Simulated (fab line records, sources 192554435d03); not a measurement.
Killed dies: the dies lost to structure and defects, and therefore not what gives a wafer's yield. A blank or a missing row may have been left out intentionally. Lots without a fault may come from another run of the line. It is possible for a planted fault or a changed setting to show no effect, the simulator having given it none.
fab line records	flow n5-finfet
[record] lots = 6	wafers = 18	last-day = 17
route steps=1938 shown BEOL_M13@1704 BEOL_M14@1716 PASSIVATION@1936
lots that met no fault: from a run of the same line without faults
start-h: the number of hours between the record's first day and the start of the first shown wafer of the lot	wait-h: hours since the lot's step before	" identical to the entry in the row above	L1.1+2: a single row standing in for several wafers	- value missing, or start not given	* or withheld: withheld	< > ~ a bound
route shown NAME@n: names a module that has steps shown in the file, with the first one's number in the route	usual: mean/standard deviation taken from wafers without a fault	same: alike in all rows	chamber/n: place in a boat	sites: each site's reading	_std_site: how widely they spread, as a standard deviation	_edge_site: the outer-site mean with the inner-site mean subtracted	radius-mm: how far each site lies from the wafer's centre	mask NAME#n: copy n	behind: the most recent tool/chamber to have shaped the wafer	hold: reason for holding the lot/hours on hold/outcome of the hold	device: the transistor (n, p or np) that didn't switch	end of line: the tests these same wafers got at the end of their route	where a step has no rows: the recipe by itself	killed: dies lost to structure and defects at the first sort, not the wafer's yield	map: the dies of a wafer, with x for killed, . for not killed, _ for no die there
set.NAME: the setting the step ran with; set.NAME@STEP: the setting that earlier step ran with	model.NAME: the simulator's own value behind a step, which no gauge read
certain route steps with their lots: each step a table, each wafer a row
services: when a tool's chamber went out of use (start-h, in hours from the record's first day, below 0 if earlier), for how many hours, and the reason
[[steps]]
[step N5_BEOL_M13_PRE_CLEAN_42]
[recipe] gas = H2/He	time-s = 30	temp-c = 250
[usual] heater-power-w = 334/21	susceptor-temp-C = 250.02/0.18
lot.wafer	tool	chamber	start-h	wait-h	heater-power-w	susceptor-temp-C
L172.1	pvd-sputter-02	-	275.17	0.0	382	250.14
L172.2	"	-	"	"	333	250.01
L172.4	"	-	"	"	345	250.03
L175.2	pvd-sputter-02	-	279.83	0.0	334	249.69
L175.3	"	-	"	"	377	250.02
L175.6	"	-	"	"	338	249.91
L180.2	pvd-sputter-01	-	311.20	0.0	349	249.64
L180.4	"	-	"	"	334	249.93
L180.6	"	-	"	"	312	249.95
L178.3	pvd-sputter-01	-	312.84	0.0	355	250.09
L178.4	"	-	"	"	317	249.78
L178.5	"	-	"	"	313	249.71
L181.1	pvd-sputter-02	-	349.54	0.0	373	250.26
L181.2	"	-	"	"	334	250.13
L181.6	"	-	"	"	344	249.83
L192.1	pvd-sputter-03	-	393.30	0.0	304	250.00
L192.4	"	-	"	"	367	250.09
L192.6	"	-	"	"	305	250.20
[step N5_BEOL_M13_SPUTTER_43]
[recipe] material = TaN	target-thk-a = 150	temp-c = 50	bias-v = 168.6	power-w = 15000	chamber-pressure-pa = 0.12	time-s = 24.19
[usual] cathode-dc-power-W = 15000/2.6	susceptor-temp-C = 49.99/0.11	throttle-valve-pct = 29.7/0.82
lot.wafer	tool	chamber	start-h	wait-h	cathode-dc-power-W	susceptor-temp-C	throttle-valve-pct
L172.1	pvd-sputter-02	-	275.21	0.0	15002	49.90	30.5
L172.2	"	-	"	"	15002	49.98	29.6
L172.4	"	-	"	"	15004	50.02	28.8
L175.2	pvd-sputter-02	-	279.87	0.0	15001	49.87	29.8
L175.3	"	-	"	"	14999	50.01	30.8
L175.6	"	-	"	"	15007	49.89	29.6
L180.2	pvd-sputter-01	-	311.28	0.0	14998	49.86	28.2
L180.4	"	-	"	"	15002	49.99	29.4
L180.6	"	-	"	"	14996	50.28	29.5
L178.3	pvd-sputter-01	-	312.92	0.0	14997	50.11	28.2
L178.4	"	-	"	"	15001	49.87	30.2
L178.5	"	-	"	"	15000	49.77	30.3
L181.1	pvd-sputter-02	-	349.58	0.0	15001	50.16	30.6
L181.2	"	-	"	"	14993	49.98	29.9
L181.6	"	-	"	"	14999	49.94	28.9
L192.1	pvd-sputter-03	-	393.34	0.0	15000	50.01	30.7
L192.4	"	-	"	"	15000	49.96	30.9
L192.6	"	-	"	"	14997	50.13	30.6
[step N5_BEOL_M13_SPUTTER_44]
[recipe] material = Ta	target-thk-a = 100	temp-c = 50	bias-v = 80	power-w = 15000	chamber-pressure-pa = 0.07	time-s = 16.13
[usual] cathode-dc-power-W = 15000/2.5	susceptor-temp-C = 50.01/0.11	throttle-valve-pct = 29.7/0.85
lot.wafer	tool	chamber	start-h	wait-h	cathode-dc-power-W	susceptor-temp-C	throttle-valve-pct
L172.1	pvd-sputter-02	-	275.29	0.0	15004	50.31	31.0
L172.2	"	-	"	"	15001	50.04	29.8
L172.4	"	-	"	"	14998	49.99	28.9
L175.2	pvd-sputter-02	-	279.95	0.0	14998	50.03	29.6
L175.3	"	-	"	"	14998	50.08	31.0
L175.6	"	-	"	"	15003	49.99	29.8
L180.2	pvd-sputter-01	-	311.44	0.1	14997	49.97	28.0
L180.4	"	-	"	"	14996	50.11	29.5
L180.6	"	-	"	"	14999	49.92	29.5
L178.3	pvd-sputter-01	-	313.08	0.1	15005	49.97	28.3
L178.4	"	-	"	"	14998	49.82	30.0
L178.5	"	-	"	"	15000	49.99	30.3
L181.1	pvd-sputter-02	-	349.66	0.0	14999	49.88	30.8
L181.2	"	-	"	"	15002	50.09	29.9
L181.6	"	-	"	"	15002	49.77	29.1
L192.1	pvd-sputter-03	-	393.42	0.0	15003	49.99	30.6
L192.4	"	-	"	"	14998	50.01	31.1
L192.6	"	-	"	"	14999	50.04	30.7
[step N5_BEOL_M13_SPUTTER_45]
[recipe] material = Cu	target-thk-a = 800	temp-c = -20	bias-v = 60	power-w = 26000	chamber-pressure-pa = 0.13	time-s = 13.33
[step N5_BEOL_M13_ECD_47]
[recipe] material = Cu	target-thk-a = 9360
[step N5_BEOL_M13_ANNEAL_48]
[recipe] temp-c = 225	time-s = 90	ambient = N2
[usual] anneal-temp-c = 224.99/0.18	wafer_temp_C_max = 226.2/0.43
lot.wafer	tool	chamber	start-h	wait-h	anneal-temp-c	wafer_temp_C_max
L172.1	rtp-anneal-02	0	275.65	0.1	225.01	226.7
L172.2	"	0	"	"	224.94	226.4
L172.4	"	0	"	"	225.33	226.7
L175.2	rtp-anneal-01	0	282.49	2.3	224.91	226.0
L175.3	"	0	"	"	224.99	226.0
L175.6	"	0	"	"	225.01	225.9
L180.2	rtp-anneal-01	0	313.88	2.0	224.95	225.8
L180.4	"	0	"	"	224.97	226.5
L180.6	"	0	"	"	224.96	225.8
L178.3	rtp-anneal-01	0	314.59	1.1	224.95	226.1
L178.4	"	0	"	"	225.14	226.0
L178.5	"	0	"	"	225.10	226.0
L181.1	rtp-anneal-02	0	350.04	0.1	224.87	227.7
L181.2	"	0	"	"	225.17	226.9
L181.6	"	0	"	"	224.89	226.9
L192.1	rtp-anneal-01	0	393.78	0.1	224.77	225.7
L192.4	"	0	"	"	224.89	225.9
L192.6	"	0	"	"	224.93	226.1
[step N5_BEOL_M13_CMP_49]
[recipe] stop-on = SiOC	t-overpolish-s = 17.1	down-force-psi = 1	platen-rpm = 50	clearing-platen-down-force-psi = 1.5	clearing-platen-rpm = 50	post-cmp-clean = cu-alkaline	target-thk-nm = 420	clearing-platen-pad-velocity-m-s = 0.99484	pad-velocity-m-s = 0.99484
[step N5_BEOL_M13_THK_MEAS_50]
[recipe] thk-meas-gauge = xrf	reads = Cu_of_BEOL_M13_ECD_47
[usual] M13_THK = 427/8.4
lot.wafer	tool	chamber	start-h	wait-h	M13_THK[nm]
L172.1	film-metro-02	-	276.24	-	441
L172.2	"	-	"	"	429
L172.4	"	-	"	"	435
L175.2	film-metro-02	-	283.05	-	418
L175.3	"	-	"	"	423
L175.6	"	-	"	"	425
L180.2	film-metro-02	-	314.43	-	425
L180.4	"	-	"	"	421
L180.6	"	-	"	"	417
L178.3	film-metro-01	-	315.09	-	419
L178.4	"	-	"	"	426
L178.5	"	-	"	"	434
L181.1	film-metro-02	-	350.63	-	418
L181.2	"	-	"	"	413
L181.6	"	-	"	"	414
L192.1	film-metro-02	-	394.37	-	426
L192.4	"	-	"	"	425
L192.6	"	-	"	"	432
[step N5_BEOL_M13_PRE_CLEAN_52]
[recipe] gas = NH3	time-s = 15	temp-c = withheld	rf-power-w = 300
[step N5_BEOL_M13_DEP_53]
[recipe] material = SiCN	target-thk-a = 500	temp-c = withheld	precursor = 3MS/NH3	pressure-torr = 3	rf-w = 675	time-s = 17.8
[usual] chamber-pressure-Torr = 3.000/0.0067	showerhead-plenum-p-Torr = 4.153/0.018	showerhead-vpp-V = 1622/110	throttle-valve-pct = 18.1/1
lot.wafer	tool	chamber	start-h	wait-h	chamber-pressure-Torr	showerhead-plenum-p-Torr	showerhead-vpp-V	since-wet-clean-h	throttle-valve-pct
L172.1	pecvd-04	2	276.30	0.0	3.005	4.141	1683	64	16.4
L172.2	"	1	"	"	2.994	4.133	1595	1705	17.2
L172.4	"	1	"	"	2.990	4.134	1579	-	17.5
L175.2	pecvd-02	1	283.12	0.0	3.007	4.143	1754	543	17.9
L175.3	"	2	"	"	2.995	4.135	1715	595	18.3
L175.6	"	0	"	"	2.999	4.171	1595	-	19.6
L180.2	pecvd-02	0	314.49	0.0	3.006	4.187	1631	1381	19.6
L180.4	"	1	"	"	2.997	4.136	1777	-	18.0
L180.6	"	2	"	"	2.997	4.134	1722	-	18.5
L178.3	pecvd-02	0	315.15	0.0	3.001	4.174	1573	1382	19.4
L178.4	"	1	"	"	2.999	4.141	1769	-	18.0
L178.5	"	0	"	"	3.002	4.178	1644	-	19.3
L181.1	pecvd-04	1	350.69	0.0	3.003	4.128	1599	1780	17.4
L181.2	"	0	"	"	2.998	4.177	1454	1055	18.0
L181.6	"	1	"	"	3.016	4.122	1587	-	17.3
L192.1	pecvd-04	1	394.43	0.0	2.994	4.138	1616	1823	17.4
L192.4	"	2	"	"	3.002	4.144	1696	-	16.8
L192.6	"	1	"	"	2.995	4.128	1608	-	17.4
[step N5_BEOL_M13_RS_MEAS_54]
[recipe] thk-meas-gauge = four-point-probe	reads = Cu_of_BEOL_M13_ECD_47+Ta_of_BEOL_M13_SPUTTER_44+TaN_of_BEOL_M13_SPUTTER_43
[usual] M13_RS = 0.0452/0.0008
lot.wafer	tool	chamber	start-h	wait-h	M13_RS[ohm/sq]
L172.1	film-metro-02	-	276.37	0.0	0.0441
L172.2	"	-	"	"	0.0454
L172.4	"	-	"	"	0.0446
L175.2	film-metro-01	-	283.18	0.1	0.0457
L175.3	"	-	"	"	0.0456
L175.6	"	-	"	"	0.0452
L180.2	film-metro-02	-	314.56	0.1	0.0454
L180.4	"	-	"	"	0.0460
L180.6	"	-	"	"	0.0463
L178.3	film-metro-01	-	315.22	0.1	0.0464
L178.4	"	-	"	"	0.0455
L178.5	"	-	"	"	0.0448
L181.1	film-metro-01	-	350.76	0.0	0.0456
L181.2	"	-	"	"	0.0464
L181.6	"	-	"	"	0.0463
L192.1	film-metro-02	-	394.50	0.0	0.0450
L192.4	"	-	"	"	0.0451
L192.6	"	-	"	"	0.0445
[step N5_BEOL_M13_INSPECT_55]
[recipe] inspect-instrument = darkfield	mode = post-dep
[usual] raw-defect-count = 73/26
lot.wafer	tool	chamber	start-h	wait-h	raw-defect-count
L172.1	defect-inspect-02	-	276.39	0.0	91
L172.2	"	-	"	"	83
L172.4	"	-	"	"	63
L175.2	defect-inspect-01	-	283.21	0.0	79
L175.3	"	-	"	"	89
L175.6	"	-	"	"	115
L180.2	defect-inspect-01	-	314.59	0.0	35
L180.4	"	-	"	"	39
L180.6	"	-	"	"	63
L178.3	defect-inspect-01	-	315.24	0.0	81
L178.4	"	-	"	"	110
L178.5	"	-	"	"	80
L181.1	defect-inspect-01	-	350.78	0.0	36
L181.2	"	-	"	"	25
L181.6	"	-	"	"	44
L192.1	defect-inspect-02	-	394.52	0.0	88
L192.4	"	-	"	"	86
L192.6	"	-	"	"	67
[step N5_BEOL_M14_ILD_DEP_00]
[recipe] material = SiO2	target-thk-a = 11193	temp-c = 400	precursor = TEOS/O2	pressure-torr = 6.5	rf-w = 900	teos-flow-sccm = 161.4	gas = O2	flow-sccm = 2650	time-s = 237.4
[usual] chamber-pressure-Torr = 6.498/0.015	heater-power-w = 531/68	showerhead-plenum-p-Torr = 8.350/0.03	showerhead-vpp-V = 1925/130	susceptor-temp-C = 400.01/0.23	throttle-valve-pct = 18.3/0.88
lot.wafer	tool	chamber	start-h	wait-h	chamber-pressure-Torr	heater-power-w	showerhead-plenum-p-Torr	showerhead-vpp-V	since-wet-clean-h	susceptor-temp-C	throttle-valve-pct
L172.1	pecvd-03	0	276.43	0.0	6.508	428	8.376	1955	799	400.40	18.0
L172.2	"	2	"	"	6.505	546	8.369	2133	32	400.17	17.4
L172.4	"	2	"	"	6.502	595	8.316	2079	-	400.19	17.4
L175.2	pecvd-04	1	283.24	0.0	6.490	557	8.287	1877	1712	399.90	17.7
L175.3	"	2	"	"	6.501	491	8.312	1981	71	399.76	17.1
L175.6	"	2	"	"	6.528	516	8.287	1918	-	399.74	16.6
L180.2	pecvd-03	1	314.62	0.0	6.488	572	8.361	1852	1562	401.27	19.7
L180.4	"	0	"	"	6.478	526	8.361	1974	-	401.34	18.4
L180.6	"	2	"	"	6.495	617	8.346	2101	-	401.03	17.3
L178.3	pecvd-03	1	315.28	0.0	6.505	651	8.358	1849	1563	401.00	19.5
L178.4	"	0	"	"	6.488	416	8.385	1940	-	401.39	18.3
L178.5	"	2	"	"	6.492	613	8.353	2110	-	401.12	17.5
L181.1	pecvd-04	2	350.82	0.0	6.490	486	8.310	1925	138	400.45	17.4
L181.2	"	0	"	"	6.511	642	8.382	1687	1055	399.78	18.5
L181.6	"	1	"	"	6.493	435	8.303	1829	-	400.07	17.9
L192.1	pecvd-04	1	394.59	0.1	6.477	503	8.277	1840	1823	400.11	17.7
L192.4	"	0	"	"	6.495	614	8.378	1661	-	400.31	18.3
L192.6	"	1	"	"	6.488	538	8.303	1877	-	400.17	17.9
[step N5_BEOL_M14_THK_MEAS_01]
[recipe] reads = SiO2_of_BEOL_M14_ILD_DEP_00
[usual] M14_ILD_THK = 1124/15
lot.wafer	tool	chamber	start-h	wait-h	M14_ILD_THK[nm]
L172.1	film-metro-01	-	276.62	0.1	1121
L172.2	"	-	"	"	1133
L172.4	"	-	"	"	1143
L175.2	film-metro-02	-	283.43	0.1	1101
L175.3	"	-	"	"	1095
L175.6	"	-	"	"	1094
L180.2	film-metro-02	-	314.81	0.1	1109
L180.4	"	-	"	"	1122
L180.6	"	-	"	"	1131
L178.3	film-metro-02	-	315.47	0.1	1099
L178.4	"	-	"	"	1126
L178.5	"	-	"	"	1126
L181.1	film-metro-01	-	351.01	0.1	1112
L181.2	"	-	"	"	1103
L181.6	"	-	"	"	1118
L192.1	film-metro-01	-	394.78	0.1	1106
L192.4	"	-	"	"	1129
L192.6	"	-	"	"	1129
[step N5_PASSIVATION_PROBE_49]
[usual] defect-limited-yield = 91.4/1.4	killed_at_M0_to_M3 = 33/11	killed_at_M4_up = 13/5.3	killed-at-contacts = 13/6.1	killed-at-front-end = 40/11	killed-at-other = 2.9/2.7	killed-dies = 102/17	killed-open = 68/13	killed-short = 32/7.5	sort_bin_5_function = 5.1/0.98	sort_bin_6_memory = 3.2/0.69	sort-n-pass = 1077/21	sort-yield-pct = 91.3/1.7
[same] gross-dies = 1180	killed-at-back-side = 0	sort_bin_4_leakage[%] = 0	sort_bin_8_speed[%] = 0
lot.wafer	tool	chamber	start-h	wait-h	defect-limited-yield[%]	killed_at_M0_to_M3	killed_at_M4_up	killed-at-contacts	killed-at-front-end	killed-at-other	killed-dies	killed-open	killed-short	sort_bin_5_function[%]	sort_bin_6_memory[%]	sort-n-pass	sort-yield-pct[%]
L172.1	prober-01	-	305.52	0.0	92.5	31	13	14	29	1	88	56	32	4.2	2.9	1092	92.5
L172.2	prober-01	-	305.57	0.1	91.9	32	6	18	31	9	96	66	28	4.3	3.6	1084	91.9
L172.4	prober-01	-	305.67	0.2	90.8	35	13	19	39	3	109	77	28	5.5	2.9	1071	90.8
L175.2	prober-02	-	316.22	0.1	88.2	32	14	18	73	2	139	101	37	7.2	4.3	1041	88.2
L175.3	prober-02	-	316.27	0.1	91.0	25	12	10	51	8	106	68	37	5.5	3.1	1074	91.0
L175.6	prober-02	-	316.42	0.3	89.0	55	6	12	55	2	130	97	33	6.8	4.2	1050	89.0
L181.1	prober-02	-	390.28	0.0	91.9	34	8	19	30	4	95	66	28	4.7	3.1	1085	91.9
L181.2	prober-02	-	390.33	0.1	92.6	33	5	10	36	3	87	57	25	3.7	3.2	1093	92.6
L181.6	prober-02	-	390.53	0.3	89.7	59	4	17	40	2	122	70	48	5.4	4.7	1058	89.7
// killed by level:class
L172.1 MOL_CONTACT_COAG:geometric-particle:open=11 FIN_SAQP:geometric-particle:open=10 BEOL_M3:geometric-particle:open=9 FIN_SAQP:geometric-particle:short=6 BEOL_M1:geometric-particle:open=5 STARTING-WAFER:geometric-particle:short=4 BEOL_M4:geometric-particle:open=4 ILD0:geometric-particle:open=3
L172.2 MOL_CONTACT_COAG:geometric-particle:open=18 BEOL_M3:geometric-particle:open=11 FIN_SAQP:geometric-particle:open=8 MIM_TOP:geometric-particle:short=5 FIN_SAQP:geometric-particle:short=4 STI_FIN_REVEAL:geometric-particle:open=4 BEOL_M0_SAQP:geometric-particle:short=4 BEOL_M0:geometric-particle:open=4
L172.4 FIN_SAQP:geometric-particle:open=20 MOL_CONTACT_COAG:geometric-particle:open=16 BEOL_M1:geometric-particle:open=9 FIN_SAQP:geometric-particle:short=8 BEOL_M2:geometric-particle:open=7 BEOL_M3:geometric-particle:open=5 BEOL_M4:geometric-particle:open=5 BEOL_M0:geometric-particle:short=4
L175.2 FIN_SAQP:geometric-particle:open=27 STI_FIN_REVEAL:geometric-particle:open=17 MOL_CONTACT_COAG:geometric-particle:open=15 FIN_SAQP:geometric-particle:short=10 BEOL_M2:geometric-particle:open=9 BEOL_M3:geometric-particle:open=7 DUMMY_GATE:geometric-particle:open=5 BEOL_M0_SAQP:geometric-particle:short=5
L175.3 FIN_SAQP:geometric-particle:open=22 BEOL_M0_SAQP:geometric-particle:open=9 STI_FIN_REVEAL:geometric-particle:open=7 FIN_SAQP:geometric-particle:short=6 BEOL_M0_SAQP:geometric-particle:short=6 MOL_CONTACT_COAG:geometric-particle:open=5 MOL_CONTACT_COAG:geometric-particle:short=5 BEOL_M4:geometric-particle:short=4
L175.6 STI_FIN_REVEAL:geometric-particle:open=18 BEOL_M2:geometric-particle:open=16 BEOL_M0_SAQP:geometric-particle:open=14 MOL_CONTACT_COAG:geometric-particle:open=11 GATE_CUT:geometric-particle:short=7 BEOL_M2:geometric-particle:short=7 BEOL_M3:geometric-particle:open=7 FIN_SAQP:geometric-particle:open=6
L181.1 MOL_CONTACT_COAG:geometric-particle:open=17 BEOL_M0_SAQP:geometric-particle:open=15 FIN_SAQP:geometric-particle:open=7 BEOL_M0_SAQP:geometric-particle:short=7 FIN_SAQP:geometric-particle:short=6 BEOL_M2:geometric-particle:open=5 BEOL_M7:geometric-particle:open=5 STI_FIN_REVEAL:geometric-particle:open=4
L181.2 BEOL_M0_SAQP:geometric-particle:open=13 FIN_SAQP:geometric-particle:open=9 MOL_CONTACT_COAG:geometric-particle:open=8 BEOL_M0_SAQP:geometric-particle:short=7 FIN_SAQP:geometric-particle:short=5 GATE_CUT:geometric-particle:open=5 BEOL_M1:geometric-particle:open=5 GATE_CUT:geometric-particle:short=4
L181.6 BEOL_M0_SAQP:geometric-particle:open=17 BEOL_M0_SAQP:geometric-particle:short=14 MOL_CONTACT_COAG:geometric-particle:open=9 GATE_CUT:geometric-particle:short=8 FIN_SAQP:geometric-particle:open=7 MOL_CONTACT_COAG:geometric-particle:short=7 BEOL_M1:geometric-particle:open=6 BEOL_M2:geometric-particle:open=6
[[services]]
tool	chamber	start-h	hours	kind
rtp-anneal-02	-	276.12	56.7	pm
pecvd-04	2	294.41	2.1	scheduled-down
pecvd-02	1	315.25	3.4	repair
pecvd-02	0	324.58	5.0	scheduled-down
pecvd-02	-	328.67	1.5	repair
pecvd-03	1	341.51	5.2	repair
pecvd-04	-	343.24	1.7	repair
rtp-anneal-02	-	354.59	31.2	repair
pvd-sputter-02	-	357.48	4.6	repair
pecvd-02	0	359.75	7.6	repair
pecvd-02	0	386.26	2.1	scheduled-down
pecvd-02	1	388.39	5.0	scheduled-down
[[key]]
[first-sign] step = N5_BEOL_M14_ILD_DEP_00	reading = susceptor-temp-C	direction = up	sigmas = 5	usual = *	struck = *
effect none on later readings
met-at N5_BEOL_M14_ILD_DEP_00
struck-wafers L178.3,L178.4,L178.5,L180.2,L180.4,L180.6
onset-between 276.43 314.62
[fault] kind = process-parameter-drift	tool = pecvd-03	chamber = -	onset-h = 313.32	steps = N5_BEOL_M14_ILD_DEP_00	channel = temp-c	offset = *	shape = step	end-h = 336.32	acts-in = *	stated = *
